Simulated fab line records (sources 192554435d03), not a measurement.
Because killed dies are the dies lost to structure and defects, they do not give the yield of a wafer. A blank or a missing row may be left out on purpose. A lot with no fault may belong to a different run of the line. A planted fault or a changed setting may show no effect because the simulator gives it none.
fab line records	flow n5-finfet
record: lots: 24	wafers: 72	last-day: 19
route steps=1938 shown BEOL_M9@1445 BEOL_M10@1485
lots that met no fault: from a run of the same line without faults
start-h: the number of hours between the record's first day and the start of the first shown wafer of the lot	wait-h: hours since the lot's step before	" as in the row above	L1.1+2: a single row standing in for several wafers	- no value present, or no start provided	* or withheld: withheld	< > ~ a bound
route shown NAME@n: NAME is a module with steps in the file, n the number in the route of the first one	usual: average and standard deviation across the fault-free wafers	same: alike in all rows	chamber/n: place in a boat	sites: the reading at each site	_std_site: the standard deviation of these	_edge_site: mean of outer sites minus mean of inner sites	radius-mm: how far each site lies from the wafer's centre	mask NAME#n: copy n	behind: the tool/chamber that last shaped the wafer	hold: the reason the lot was held/the length of the hold in hours/how it ended	device: the transistor (n, p or np) that didn't switch	end of line: at the end of the route, the tests of the same wafers	a step without rows: its recipe alone	killed: not the wafer's yield, but the dies lost to structure and defects at the first sort	map: the dies of a wafer, with x for killed, . for not killed, _ for no die there
set.NAME: the run value of the setting; set.NAME@STEP: its run value at that earlier step	model.NAME: the simulator's own value behind a step, which no gauge read
route steps across a sampled set of lots; one table per step, one row per wafer
services: from which hour (start-h, from the record's first day; less than 0 if before it) a tool's chamber was out of use, for how many hours, and why
== steps ==
step: N5_BEOL_M9_STRIP_36
recipe: chemistry: N2/H2	power-w: 450	temp-c: 40	pressure-mtorr: 20	rf-frequency-hz: 6e+07	overash-fraction: 0.3	bias-power-w: 7	h2-frac: 0.5	n2-flow-sccm: 200	h2-flow-sccm: 200
usual: drypump-motor-current-A: 5.8/0.36	oes-product-au: 0.81/0.089	power-w: 450.0/1.4	rf-vpp-V: 59.4/1.5	showerhead-plenum-p-Torr: 2.57/0.08	throttle-valve-pct: 23.60/0.26
lot.wafer	tool	chamber	start-h	wait-h	drypump-motor-current-A	oes-product-au	power-w	rf-hours-counter-h	rf-vpp-V	showerhead-plenum-p-Torr	throttle-valve-pct
L076.2	rie-diel-05	2	247.77	0.0	5.1	0.72	449.6	194	56.9	2.40	23.36
L076.3	"	1	"	"	6.0	0.75	449.1	156	60.8	2.52	23.46
L076.6	"	0	"	"	6.1	0.68	450.8	-	59.2	2.61	23.85
L074.1	rie-diel-02	1	250.35	0.0	5.7	0.90	447.3	25	57.5	2.59	23.51
L074.3	"	2	"	"	6.2	0.68	452.6	232	57.3	2.52	23.62
L074.5	"	3	"	"	6.3	0.87	450.5	-	60.2	2.69	23.74
L075.1	rie-diel-05	0	254.97	0.0	6.1	0.69	449.3	234	58.3	2.61	23.86
L075.4	"	0	"	"	6.1	0.69	449.7	-	57.2	2.61	23.86
L075.6	"	2	"	"	5.0	0.71	449.9	-	56.2	2.40	23.36
L077.2	rie-diel-01	0	255.16	0.0	6.3	0.82	448.6	78	59.9	2.59	23.96
L077.3	"	2	"	"	5.8	0.95	449.8	23	59.5	2.68	23.19
L077.4	"	0	"	"	6.3	0.83	447.5	-	57.6	2.59	23.94
L078.1	rie-diel-01	2	272.71	0.0	5.9	0.94	450.7	30	60.3	2.68	23.20
L078.3	"	1	"	"	5.8	0.90	450.5	17	61.2	2.61	23.74
L078.6	"	3	"	"	5.9	0.80	448.6	-	60.3	2.55	23.49
L080.1	rie-diel-05	1	278.55	0.0	6.0	0.73	446.0	167	61.1	2.52	23.47
L080.3	"	3	"	"	5.8	0.95	448.5	5	58.9	2.59	23.39
L080.4	"	2	"	"	5.0	0.73	450.6	205	57.2	2.40	23.37
L079.2	rie-diel-02	2	278.62	0.0	6.2	0.66	450.5	242	61.4	2.51	23.62
L079.3	"	1	"	"	5.7	0.88	450.4	33	58.7	2.58	23.55
L079.5	"	1	"	"	5.7	0.89	449.7	-	58.5	2.58	23.51
L081.1	rie-diel-01	0	278.78	0.0	6.3	0.82	450.8	87	58.7	2.58	23.97
L081.4	"	3	"	"	5.9	0.81	448.5	86	59.6	2.55	23.48
L081.6	"	3	"	"	5.8	0.82	449.1	-	54.7	2.55	23.47
L082.1	rie-diel-02	3	285.96	0.0	6.2	0.85	450.7	58	59.2	2.69	23.76
L082.3	"	2	"	"	6.2	0.67	450.2	243	62.1	2.51	23.64
L082.6	"	1	"	"	5.7	0.88	450.5	-	60.2	2.58	23.53
L083.1	rie-diel-01	1	305.03	0.0	5.8	0.88	448.1	28	58.6	2.60	23.75
L083.2	"	2	"	"	5.8	0.93	451.1	40	60.8	2.67	23.21
L083.3	"	3	"	"	5.9	0.81	449.2	94	61.5	2.55	23.47
L084.3	rie-diel-01	3	311.52	0.0	5.8	0.80	450.0	96	60.0	2.55	23.51
L084.4	"	2	"	"	5.8	0.91	451.2	-	65.1	2.67	23.22
L084.6	"	3	"	"	5.8	0.81	452.3	-	60.5	2.55	23.53
L087.1	rie-diel-05	2	320.57	0.0	5.0	0.71	449.2	217	56.7	2.39	23.39
L087.4	"	3	"	"	5.8	0.90	448.3	-	57.4	2.58	23.44
L087.5	"	1	"	"	6.1	0.72	450.1	-	60.2	2.51	23.49
L085.3	rie-diel-02	0	320.87	0.0	5.5	0.73	450.8	204	60.0	2.62	24.10
L085.5	"	0	"	"	5.5	0.72	450.1	-	59.9	2.62	24.11
L085.6	"	3	"	"	6.2	0.85	450.9	-	57.4	2.68	23.77
L086.1	rie-diel-05	2	321.09	0.0	5.0	0.71	450.2	217	57.0	2.39	23.38
L086.4	"	2	"	"	5.0	0.72	451.7	-	57.9	2.39	23.38
L086.5	"	1	"	"	6.0	0.73	450.7	-	59.2	2.51	23.52
L091.1	rie-diel-02	1	350.64	0.0	5.7	0.85	448.9	55	57.5	2.57	23.54
L091.4	"	3	"	"	6.3	0.83	452.1	79	57.9	2.68	23.78
L091.6	"	0	"	"	5.5	0.72	450.1	-	61.5	2.62	24.12
L089.2	rie-diel-01	0	350.93	0.0	6.3	0.79	450.6	106	59.7	2.58	23.99
L089.3	"	3	"	"	5.9	0.80	450.7	108	60.6	2.54	23.50
L089.5	"	1	"	"	5.8	0.87	451.4	-	57.7	2.60	23.76
L090.1	rie-diel-05	1	351.09	0.0	6.0	0.71	450.4	191	62.3	2.51	23.52
L090.3	"	0	"	"	6.1	0.97	447.7	7	62.3	2.60	23.62
L090.6	"	3	"	"	5.8	0.88	450.0	-	59.1	2.58	23.44
L088.3	rie-diel-05	2	352.50	0.0	5.0	0.72	448.8	229	60.0	2.39	23.41
L088.5	"	1	"	"	6.0	0.71	449.6	-	58.6	2.51	23.52
L088.6	"	0	"	"	6.1	0.97	449.8	-	58.7	2.60	23.68
L092.2	rie-diel-05	1	353.25	0.0	6.0	0.71	448.8	192	57.5	2.51	23.52
L092.3	"	3	"	"	5.8	0.87	448.6	31	60.4	2.58	23.46
L092.6	"	0	"	"	6.1	0.95	450.3	-	58.8	2.60	23.64
L094.3	rie-diel-02	1	365.94	0.0	5.7	0.85	451.1	59	59.7	2.57	23.54
L094.5	"	3	"	"	6.2	0.84	451.3	-	58.1	2.67	23.80
L094.6	"	0	"	"	5.4	0.72	450.7	-	59.9	2.61	24.10
L093.1	rie-diel-01	1	366.36	0.0	5.8	0.84	450.3	45	61.0	2.60	23.76
L093.3	"	0	"	"	6.3	0.78	451.0	111	59.6	2.57	24.03
L093.5	"	2	"	"	5.8	0.91	450.3	-	62.9	2.67	23.23
L095.2	rie-diel-01	2	374.51	0.0	5.8	0.89	448.1	60	59.2	2.67	23.23
L095.4	"	0	"	"	6.3	0.78	450.9	-	60.6	2.57	24.03
L095.5	"	2	"	"	5.9	0.90	449.8	-	58.9	2.66	23.25
L097.1	rie-diel-05	1	383.02	0.0	6.1	0.70	451.8	200	57.6	2.50	23.53
L097.3	"	3	"	"	5.8	0.87	451.5	40	60.2	2.57	23.47
L097.4	"	2	"	"	5.0	0.69	452.4	238	58.0	2.38	23.41
L096.3	rie-diel-01	2	383.06	0.0	5.8	0.87	449.9	64	61.0	2.66	23.23
L096.4	"	0	"	"	6.3	0.79	449.4	-	59.9	2.57	24.00
L096.5	"	1	"	"	5.8	0.83	448.8	-	60.6	2.59	23.78
step: N5_BEOL_M9_ANNEAL_51
recipe: temp-c: 225	time-s: 90	ambient: N2
usual: wafer_temp_C_max: 226.13/0.29
lot.wafer	tool	chamber	start-h	wait-h	wafer_temp_C_max
L076.2	rtp-anneal-01	0	250.20	0.6	226.04
L076.3	"	0	"	"	225.96
L076.6	"	0	"	"	225.99
L074.1	rtp-anneal-02	0	252.55	0.1	226.29
L074.3	"	0	"	"	226.15
L074.5	"	0	"	"	226.93
L075.1	rtp-anneal-01	0	257.02	0.3	226.12
L075.4	"	0	"	"	225.77
L075.6	"	0	"	"	226.09
L077.2	rtp-anneal-01	0	257.51	0.7	225.91
L077.3	"	0	"	"	225.67
L077.4	"	0	"	"	225.81
L078.1	rtp-anneal-02	0	275.58	0.1	226.05
L078.3	"	0	"	"	226.37
L078.6	"	0	"	"	225.98
L080.1	rtp-anneal-01	0	280.81	0.4	225.82
L080.3	"	0	"	"	225.11
L080.4	"	0	"	"	225.97
L079.2	rtp-anneal-02	0	281.46	0.8	226.41
L079.3	"	0	"	"	226.08
L079.5	"	0	"	"	226.16
L081.1	rtp-anneal-02	0	281.69	0.7	226.13
L081.4	"	0	"	"	226.92
L081.6	"	0	"	"	226.22
L082.1	rtp-anneal-02	0	288.13	0.1	226.76
L082.3	"	0	"	"	226.30
L082.6	"	0	"	"	226.12
L083.1	rtp-anneal-02	0	307.73	0.1	226.63
L083.2	"	0	"	"	226.39
L083.3	"	0	"	"	226.04
L084.3	rtp-anneal-01	0	314.07	0.4	226.17
L084.4	"	0	"	"	225.97
L084.6	"	0	"	"	226.13
L087.1	rtp-anneal-02	0	323.15	0.4	226.45
L087.4	"	0	"	"	226.52
L087.5	"	0	"	"	226.40
L085.3	rtp-anneal-01	0	323.31	0.4	225.97
L085.5	"	0	"	"	225.87
L085.6	"	0	"	"	226.13
L086.1	rtp-anneal-01	0	323.49	0.5	225.95
L086.4	"	0	"	"	226.04
L086.5	"	0	"	"	225.98
L091.1	rtp-anneal-01	0	352.72	0.2	225.98
L091.4	"	0	"	"	226.47
L091.6	"	0	"	"	226.25
L089.2	rtp-anneal-02	0	354.26	1.2	226.34
L089.3	"	0	"	"	226.06
L089.5	"	0	"	"	226.56
L090.1	rtp-anneal-02	0	354.48	0.9	226.10
L090.3	"	0	"	"	225.87
L090.6	"	0	"	"	225.94
L088.3	rtp-anneal-02	0	355.33	0.1	225.91
L088.5	"	0	"	"	225.99
L088.6	"	0	"	"	226.25
L092.2	rtp-anneal-02	0	355.86	0.1	225.82
L092.3	"	0	"	"	226.32
L092.6	"	0	"	"	226.05
L094.3	rtp-anneal-02	0	368.46	0.7	226.28
L094.5	"	0	"	"	226.07
L094.6	"	0	"	"	226.19
L093.1	rtp-anneal-02	0	368.64	0.7	226.34
L093.3	"	0	"	"	226.33
L093.5	"	0	"	"	226.31
L095.2	rtp-anneal-02	0	377.29	1.0	225.89
L095.4	"	0	"	"	226.42
L095.5	"	0	"	"	226.42
L097.1	rtp-anneal-02	0	384.98	0.1	226.04
L097.3	"	0	"	"	226.23
L097.4	"	0	"	"	225.93
L096.3	rtp-anneal-01	0	385.19	0.1	225.74
L096.4	"	0	"	"	225.77
L096.5	"	0	"	"	226.32
step: N5_BEOL_M10_INSPECT_13
recipe: mode: adi	inspect-instrument: brightfield
usual: raw-defect-count: 434/110
lot.wafer	tool	chamber	start-h	wait-h	raw-defect-count
L076.2	defect-inspect-01	-	252.85	0.0	446
L076.3	"	-	"	"	398
L076.6	"	-	"	"	478
L074.1	defect-inspect-02	-	255.91	0.0	520
L074.3	"	-	"	"	575
L074.5	"	-	"	"	623
L075.1	defect-inspect-02	-	260.41	0.0	373
L075.4	"	-	"	"	435
L075.6	"	-	"	"	497
L077.2	defect-inspect-01	-	260.63	0.0	300
L077.3	"	-	"	"	277
L077.4	"	-	"	"	408
L078.1	defect-inspect-02	-	278.92	0.0	317
L078.3	"	-	"	"	523
L078.6	"	-	"	"	463
L079.2	defect-inspect-02	-	284.18	0.0	661
L079.3	"	-	"	"	638
L079.5	"	-	"	"	509
L080.1	defect-inspect-01	-	284.55	0.0	387
L080.3	"	-	"	"	396
L080.4	"	-	"	"	433
L081.1	defect-inspect-01	-	285.07	0.0	330
L081.4	"	-	"	"	445
L081.6	"	-	"	"	341
L082.1	defect-inspect-01	-	292.50	0.0	279
L082.3	"	-	"	"	328
L082.6	"	-	"	"	314
L083.1	defect-inspect-02	-	312.10	0.0	410
L083.2	"	-	"	"	333
L083.3	"	-	"	"	373
L084.3	defect-inspect-02	-	318.13	0.0	468
L084.4	"	-	"	"	478
L084.6	"	-	"	"	649
L087.1	defect-inspect-01	-	326.36	0.0	321
L087.4	"	-	"	"	357
L087.5	"	-	"	"	334
L085.3	defect-inspect-02	-	327.17	0.0	773
L085.5	"	-	"	"	498
L085.6	"	-	"	"	376
L086.1	defect-inspect-01	-	327.21	0.0	527
L086.4	"	-	"	"	409
L086.5	"	-	"	"	486
L091.1	defect-inspect-01	-	356.09	0.0	465
L091.4	"	-	"	"	327
L091.6	"	-	"	"	357
L089.2	defect-inspect-02	-	356.62	0.0	489
L089.3	"	-	"	"	527
L089.5	"	-	"	"	442
L090.1	defect-inspect-02	-	357.37	0.0	385
L090.3	"	-	"	"	334
L090.6	"	-	"	"	416
L088.3	defect-inspect-01	-	357.68	0.0	555
L088.5	"	-	"	"	317
L088.6	"	-	"	"	364
L092.2	defect-inspect-02	-	358.28	0.0	403
L092.3	"	-	"	"	629
L092.6	"	-	"	"	494
L094.3	defect-inspect-01	-	370.76	0.0	268
L094.5	"	-	"	"	354
L094.6	"	-	"	"	253
L093.1	defect-inspect-01	-	370.94	0.0	458
L093.3	"	-	"	"	394
L093.5	"	-	"	"	409
L095.2	defect-inspect-01	-	380.28	0.0	463
L095.4	"	-	"	"	345
L095.5	"	-	"	"	449
L097.1	defect-inspect-02	-	388.55	0.0	471
L097.3	"	-	"	"	670
L097.4	"	-	"	"	481
L096.3	defect-inspect-02	-	388.78	0.0	535
L096.4	"	-	"	"	404
L096.5	"	-	"	"	411
step: N5_BEOL_M10_ETCH_62
recipe: chemistry: N2/H2	target: SOC	target-depth-a: 1100	overetch-a: 220	mask-material: SiARC	temp-c: 40	time-s: 165	ion-energy-ev: 200	pressure-mtorr: 30	source-w: 840	bias-w: 150	n2-flow-sccm: 200	h2-flow-sccm: 200
usual: drypump-motor-current-A: 5.7/0.54	oes-product-au: 0.68/0.066	rf-vpp-V: 523.4/2.8	showerhead-plenum-p-Torr: 2.52/0.088	throttle-valve-pct: 17.72/0.22
lot.wafer	tool	chamber	start-h	wait-h	drypump-motor-current-A	oes-product-au	rf-hours-counter-h	rf-vpp-V	showerhead-plenum-p-Torr	throttle-valve-pct
L076.2	rie-diel-06	3	252.99	0.0	5.0	0.75	51	528.5	2.68	17.78
L076.3	"	1	"	"	5.9	0.73	62	528.6	2.70	17.72
L076.6	"	2	"	"	5.3	0.80	-	526.0	2.58	17.49
L074.1	rie-diel-03	0	256.03	0.0	5.1	0.66	134	527.0	2.63	17.77
L074.3	"	1	"	"	6.3	0.66	126	524.9	2.54	17.41
L074.5	"	2	"	"	5.6	0.69	-	521.9	2.45	17.95
L075.1	rie-diel-06	1	261.01	0.0	5.9	0.73	66	528.8	2.70	17.71
L075.4	"	3	"	"	5.0	0.74	54	529.8	2.68	17.79
L075.6	"	2	"	"	5.3	0.78	-	525.1	2.58	17.54
L077.2	rie-diel-03	3	261.02	0.0	5.7	0.66	121	520.9	2.45	17.72
L077.3	"	2	"	"	5.6	0.69	100	521.6	2.45	17.95
L077.4	"	0	"	"	5.2	0.64	135	526.4	2.63	17.80
L078.1	rie-diel-04	0	279.04	0.0	4.9	0.67	125	521.1	2.44	17.91
L078.3	"	1	"	"	5.7	0.61	207	520.6	2.41	17.51
L078.6	"	1	"	"	5.7	0.62	-	521.1	2.42	17.54
L079.2	rie-diel-03	3	284.30	0.0	5.7	0.66	130	520.2	2.44	17.73
L079.3	"	0	"	"	5.2	0.64	144	527.4	2.63	17.83
L079.5	"	3	"	"	5.7	0.66	-	520.6	2.44	17.73
L080.1	rie-diel-03	0	284.69	0.0	5.2	0.65	144	526.8	2.63	17.81
L080.3	"	3	"	"	5.7	0.65	130	521.2	2.44	17.74
L080.4	"	1	"	"	6.3	0.65	133	523.2	2.54	17.43
L081.1	rie-diel-03	1	285.19	0.0	6.3	0.65	133	523.9	2.54	17.41
L081.4	"	2	"	"	5.6	0.68	110	521.8	2.45	17.97
L081.6	"	2	"	"	5.6	0.68	-	522.4	2.45	17.99
L082.1	rie-diel-04	1	292.83	0.0	5.7	0.61	215	519.6	2.41	17.52
L082.3	"	0	"	"	5.0	0.66	132	521.7	2.44	17.92
L082.6	"	0	"	"	5.0	0.66	-	521.9	2.44	17.91
L083.1	rie-diel-03	3	312.26	0.0	5.7	0.66	139	521.0	2.44	17.76
L083.2	"	2	"	"	5.6	0.67	118	522.2	2.44	18.00
L083.3	"	1	"	"	6.3	0.64	142	524.5	2.53	17.43
L084.3	rie-diel-04	1	318.29	0.0	5.7	0.61	226	519.7	2.41	17.54
L084.4	"	2	"	"	6.7	0.83	1	522.7	2.50	17.87
L084.6	"	2	"	"	6.8	0.84	-	522.7	2.50	17.87
L087.1	rie-diel-04	1	326.48	0.0	5.7	0.61	229	518.7	2.41	17.57
L087.4	"	0	"	"	5.0	0.65	146	521.3	2.43	17.95
L087.5	"	1	"	"	5.8	0.60	-	518.3	2.41	17.56
L085.3	rie-diel-04	0	327.29	0.0	5.0	0.65	146	520.8	2.43	17.93
L085.5	"	2	"	"	6.8	0.81	-	522.3	2.50	17.88
L085.6	"	1	"	"	5.7	0.61	-	519.9	2.41	17.57
L086.1	rie-diel-06	1	327.33	0.0	5.9	0.70	86	528.3	2.69	17.75
L086.4	"	0	"	"	5.3	0.71	67	524.6	2.57	17.84
L086.5	"	2	"	"	5.3	0.75	-	524.9	2.57	17.56
L091.1	rie-diel-03	2	356.29	0.0	5.6	0.66	139	520.3	2.43	18.01
L091.4	"	3	"	"	5.7	0.64	155	520.4	2.43	17.78
L091.6	"	1	"	"	6.3	0.64	-	522.9	2.53	17.45
L089.2	rie-diel-06	3	356.89	0.0	5.0	0.71	86	527.1	2.66	17.84
L089.3	"	0	"	"	5.3	0.70	76	524.8	2.57	17.86
L089.5	"	2	"	"	5.4	0.73	-	525.3	2.56	17.56
L090.1	rie-diel-06	0	357.97	0.0	5.3	0.70	77	524.9	2.57	17.86
L090.3	"	2	"	"	5.4	0.73	43	524.2	2.56	17.58
L090.6	"	1	"	"	5.9	0.70	-	527.5	2.68	17.77
L088.3	rie-diel-06	0	358.22	0.0	5.3	0.70	77	525.1	2.57	17.85
L088.5	"	1	"	"	5.9	0.69	-	527.8	2.68	17.76
L088.6	"	2	"	"	5.4	0.71	-	525.5	2.56	17.57
L092.2	rie-diel-04	0	358.56	0.0	4.9	0.64	158	520.8	2.43	17.95
L092.3	"	1	"	"	5.7	0.60	241	518.9	2.40	17.58
L092.6	"	3	"	"	5.8	0.81	-	523.9	2.49	17.26
L094.3	rie-diel-04	1	370.97	0.0	5.7	0.60	245	518.9	2.40	17.60
L094.5	"	1	"	"	5.7	0.60	-	519.7	2.40	17.61
L094.6	"	2	"	"	6.8	0.78	-	521.9	2.49	17.90
L093.1	rie-diel-04	2	371.22	0.0	6.8	0.77	19	522.7	2.49	17.90
L093.3	"	0	"	"	5.0	0.64	162	519.1	2.43	17.96
L093.5	"	0	"	"	5.0	0.64	-	522.3	2.43	17.97
L095.2	rie-diel-04	2	380.40	0.0	6.8	0.78	23	521.8	2.49	17.91
L095.4	"	0	"	"	4.9	0.64	166	520.9	2.42	17.97
L095.5	"	2	"	"	6.8	0.77	-	521.7	2.49	17.89
L097.1	rie-diel-04	2	388.87	0.0	6.8	0.77	26	523.0	2.49	17.91
L097.3	"	3	"	"	5.8	0.77	13	522.7	2.49	17.26
L097.4	"	3	"	"	5.8	0.77	-	523.2	2.49	17.27
L096.3	rie-diel-04	3	389.12	0.0	5.8	0.77	13	522.6	2.49	17.25
L096.4	"	0	"	"	4.9	0.64	-	520.6	2.42	17.98
L096.5	"	3	"	"	5.8	0.77	-	523.8	2.49	17.26
step: N5_BEOL_M10_DEGAS_44
recipe: ambient: vacuum	temp-c: 250	time-s: 60
usual: heater-power-w: 336/19
lot.wafer	tool	chamber	start-h	wait-h	heater-power-w
L076.2	pvd-sputter-01	-	256.28	0.4	321
L076.3	"	-	"	"	331
L076.6	"	-	"	"	339
L074.1	pvd-sputter-01	-	260.46	0.3	331
L074.3	"	-	"	"	352
L074.5	"	-	"	"	328
L077.2	pvd-sputter-02	-	263.80	0.4	368
L077.3	"	-	"	"	345
L077.4	"	-	"	"	334
L075.1	pvd-sputter-01	-	263.86	0.4	329
L075.4	"	-	"	"	342
L075.6	"	-	"	"	342
L078.1	pvd-sputter-01	-	282.96	0.3	328
L078.3	"	-	"	"	325
L078.6	"	-	"	"	339
L079.2	pvd-sputter-02	-	287.36	0.7	314
L079.3	"	-	"	"	323
L079.5	"	-	"	"	334
L080.1	pvd-sputter-01	-	287.42	0.7	325
L080.3	"	-	"	"	325
L080.4	"	-	"	"	336
L081.1	pvd-sputter-03	-	287.78	0.3	322
L081.4	"	-	"	"	361
L081.6	"	-	"	"	310
L082.1	pvd-sputter-02	-	296.31	0.6	306
L082.3	"	-	"	"	329
L082.6	"	-	"	"	308
L083.1	pvd-sputter-01	-	317.94	0.4	340
L083.2	"	-	"	"	332
L083.3	"	-	"	"	344
L084.3	pvd-sputter-01	-	321.88	0.3	320
L084.4	"	-	"	"	341
L084.6	"	-	"	"	341
L087.1	pvd-sputter-01	-	328.82	0.6	335
L087.4	"	-	"	"	332
L087.5	"	-	"	"	317
L085.3	pvd-sputter-01	-	331.22	1.1	341
L085.5	"	-	"	"	331
L085.6	"	-	"	"	331
L086.1	pvd-sputter-01	-	331.82	0.5	322
L086.4	"	-	"	"	328
L086.5	"	-	"	"	339
L091.1	pvd-sputter-03	-	360.41	1.8	364
L091.4	"	-	"	"	321
L091.6	"	-	"	"	321
L090.1	pvd-sputter-03	-	361.87	0.3	327
L090.3	"	-	"	"	365
L090.6	"	-	"	"	324
L089.2	pvd-sputter-02	-	362.11	0.2	374
L089.3	"	-	"	"	337
L089.5	"	-	"	"	333
L088.3	pvd-sputter-01	-	362.13	0.2	331
L088.5	"	-	"	"	340
L088.6	"	-	"	"	346
L092.2	pvd-sputter-02	-	364.71	2.2	339
L092.3	"	-	"	"	317
L092.6	"	-	"	"	334
L094.3	pvd-sputter-02	-	374.42	1.5	379
L094.5	"	-	"	"	308
L094.6	"	-	"	"	331
L093.1	pvd-sputter-01	-	375.51	0.5	329
L093.3	"	-	"	"	341
L093.5	"	-	"	"	315
L095.2	pvd-sputter-02	-	384.26	0.4	374
L095.4	"	-	"	"	333
L095.5	"	-	"	"	336
L097.1	pvd-sputter-03	-	394.42	0.7	325
L097.3	"	-	"	"	319
L097.4	"	-	"	"	372
L096.3	pvd-sputter-03	-	394.50	0.5	318
L096.4	"	-	"	"	381
L096.5	"	-	"	"	374
step: N5_BEOL_M10_ANNEAL_51
recipe: temp-c: 225	time-s: 90	ambient: N2
usual: wafer_temp_C_max: 226.10/0.26
lot.wafer	tool	chamber	start-h	wait-h	wafer_temp_C_max
L076.2	rtp-anneal-01	0	257.78	0.7	225.98
L076.3	"	0	"	"	226.02
L076.6	"	0	"	"	226.26
L074.1	rtp-anneal-02	0	261.58	0.1	226.19
L074.3	"	0	"	"	225.83
L074.5	"	0	"	"	226.22
L077.2	rtp-anneal-02	0	265.09	0.4	225.92
L077.3	"	0	"	"	226.19
L077.4	"	0	"	"	226.25
L075.1	rtp-anneal-01	0	265.38	0.6	225.72
L075.4	"	0	"	"	225.80
L075.6	"	0	"	"	226.12
L078.1	rtp-anneal-02	0	284.77	0.7	226.14
L078.3	"	0	"	"	226.08
L078.6	"	0	"	"	226.22
L080.1	rtp-anneal-01	0	288.60	0.5	226.12
L080.3	"	0	"	"	226.13
L080.4	"	0	"	"	226.28
L079.2	rtp-anneal-02	0	288.62	0.5	225.89
L079.3	"	0	"	"	226.04
L079.5	"	0	"	"	226.37
L081.1	rtp-anneal-02	0	290.52	0.2	225.91
L081.4	"	0	"	"	225.92
L081.6	"	0	"	"	226.15
L082.1	rtp-anneal-01	0	299.01	0.3	225.57
L082.3	"	0	"	"	226.22
L082.6	"	0	"	"	225.95
L083.1	rtp-anneal-01	0	319.01	0.1	225.80
L083.2	"	0	"	"	226.15
L083.3	"	0	"	"	225.98
L084.3	rtp-anneal-02	0	323.51	0.6	226.05
L084.4	"	0	"	"	226.21
L084.6	"	0	"	"	226.13
L087.1	rtp-anneal-01	0	330.06	0.1	226.03
L087.4	"	0	"	"	225.86
L087.5	"	0	"	"	225.77
L085.3	rtp-anneal-02	0	332.30	0.2	226.67
L085.5	"	0	"	"	226.06
L085.6	"	0	"	"	226.24
L086.1	rtp-anneal-02	0	333.20	0.5	226.14
L086.4	"	0	"	"	226.46
L086.5	"	0	"	"	226.10
L091.1	rtp-anneal-01	0	361.36	0.1	226.08
L091.4	"	0	"	"	225.95
L091.6	"	0	"	"	226.22
L090.1	rtp-anneal-02	0	362.86	0.1	225.98
L090.3	"	0	"	"	226.30
L090.6	"	0	"	"	226.09
L089.2	rtp-anneal-01	0	363.48	0.6	225.90
L089.3	"	0	"	"	225.99
L089.5	"	0	"	"	226.19
L088.3	rtp-anneal-02	0	364.87	0.1	226.05
L088.5	"	0	"	"	225.96
L088.6	"	0	"	"	225.97
L092.2	rtp-anneal-01	0	366.14	0.1	226.11
L092.3	"	0	"	"	225.80
L092.6	"	0	"	"	225.98
L094.3	rtp-anneal-02	0	376.17	0.6	226.11
L094.5	"	0	"	"	225.92
L094.6	"	0	"	"	225.97
L093.1	rtp-anneal-01	0	377.31	0.7	226.09
L093.3	"	0	"	"	225.81
L093.5	"	0	"	"	226.02
L095.2	rtp-anneal-02	0	386.20	0.8	225.98
L095.4	"	0	"	"	226.05
L095.5	"	0	"	"	225.81
L097.1	rtp-anneal-02	0	395.53	0.3	226.38
L097.3	"	0	"	"	225.97
L097.4	"	0	"	"	226.28
L096.3	rtp-anneal-02	0	397.71	0.3	225.94
L096.4	"	0	"	"	226.05
L096.5	"	0	"	"	225.72
== services ==
tool	chamber	start-h	hours	kind
rie-diel-05	0	227.75	9.5	repair
rie-diel-01	3	252.29	4.1	repair
rie-diel-02	-	263.90	1.7	repair
rie-diel-03	1	265.87	8.3	repair
rie-diel-04	2	281.12	-	clean
rie-diel-04	2	281.12	-	consumable-replace:focus-ring
rie-diel-04	2	281.12	32.3	scheduled-down
rie-diel-04	2	281.12	32.3	vent-cycle
rie-diel-01	0	309.55	5.6	repair
rie-diel-03	0	314.36	19.1	repair
rie-diel-03	1	319.35	9.5	repair
rie-diel-01	-	320.61	2.8	pm
rie-diel-06	0	335.30	4.4	repair
rie-diel-03	3	338.59	11.0	repair
rie-diel-04	3	341.90	-	clean
rie-diel-04	3	341.90	-	consumable-replace:focus-ring
rie-diel-04	2	358.26	6.6	repair
rie-diel-01	3	370.74	13.1	repair
rie-diel-06	2	379.85	11.7	repair
rie-diel-03	2	380.00	12.7	repair
rie-diel-02	3	383.28	7.3	repair
rie-diel-06	0	386.76	22.5	repair
rie-diel-03	2	394.52	8.1	repair
rie-diel-06	-	396.50	0.7	repair
== key ==
fault none
